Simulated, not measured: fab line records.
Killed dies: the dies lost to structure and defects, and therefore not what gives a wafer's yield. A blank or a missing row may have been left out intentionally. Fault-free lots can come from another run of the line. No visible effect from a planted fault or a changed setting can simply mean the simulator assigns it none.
Matching of chambers || flow nand-harc || NHARC_P_M1_STRIP_18 on rie-diel-02: 4 sister chambers
The step strips in N2/H2. 4 wafers are shown with their chamber, then 9 later ones without.

== EACH WAFER AND ITS CHAMBER ==
{"wafer": "L081.3", "chamber": 3, "drypump-motor-current-A (A)": 5.1}
{"wafer": "L087.1", "chamber": 0, "drypump-motor-current-A (A)": 5.7}
{"wafer": "L087.2", "chamber": 2, "drypump-motor-current-A (A)": 4.8}
{"wafer": "L087.6", "chamber": 1, "drypump-motor-current-A (A)": 6.2}

== WAFERS WITH NO CHAMBER GIVEN ==
{"wafer": "L088.1", "drypump-motor-current-A (A)": 6.2}
{"wafer": "L088.2", "drypump-motor-current-A (A)": 5.7}
{"wafer": "L088.4", "drypump-motor-current-A (A)": 5.1}
{"wafer": "L089.2", "drypump-motor-current-A (A)": 4.8}
{"wafer": "L089.4", "drypump-motor-current-A (A)": 5.0}
{"wafer": "L089.5", "drypump-motor-current-A (A)": 5.7}
{"wafer": "L095.2", "drypump-motor-current-A (A)": 5.0}
{"wafer": "L095.4", "drypump-motor-current-A (A)": 5.7}
{"wafer": "L095.5", "drypump-motor-current-A (A)": 6.2}

== CHAMBER TAKEN BY EACH ==
{"wafer": "L088.1", "from the rows above": 1, "in truth": 1}
{"wafer": "L088.2", "from the rows above": 0, "in truth": 0}
{"wafer": "L088.4", "from the rows above": 3, "in truth": 3}
{"wafer": "L089.2", "from the rows above": 2, "in truth": 2}
{"wafer": "L089.4", "from the rows above": 3, "in truth": 3}
{"wafer": "L089.5", "from the rows above": 0, "in truth": 0}
{"wafer": "L095.2", "from the rows above": 3, "in truth": 3}
{"wafer": "L095.4", "from the rows above": 0, "in truth": 0}
{"wafer": "L095.5", "from the rows above": 1, "in truth": 1}
Correctly placed: 9 of 9. From these rows, 0 cannot be placed. Placed wrongly: 0.
How it was worked out, from the rows above alone: a wafer's distance from a chamber is the root of the sum, over the readings, of the square of ((its reading less the chamber's mean) divided by the reading's scatter). If the next closest chamber is less than 2 further off than the closest, the wafer can't be placed; otherwise it belongs to the closest. A chamber's mean is the mean of its shown wafers. The scatter (one wafer shown for each chamber): square how far every hidden wafer sits from the nearest shown wafer, average those squares and take the square root.
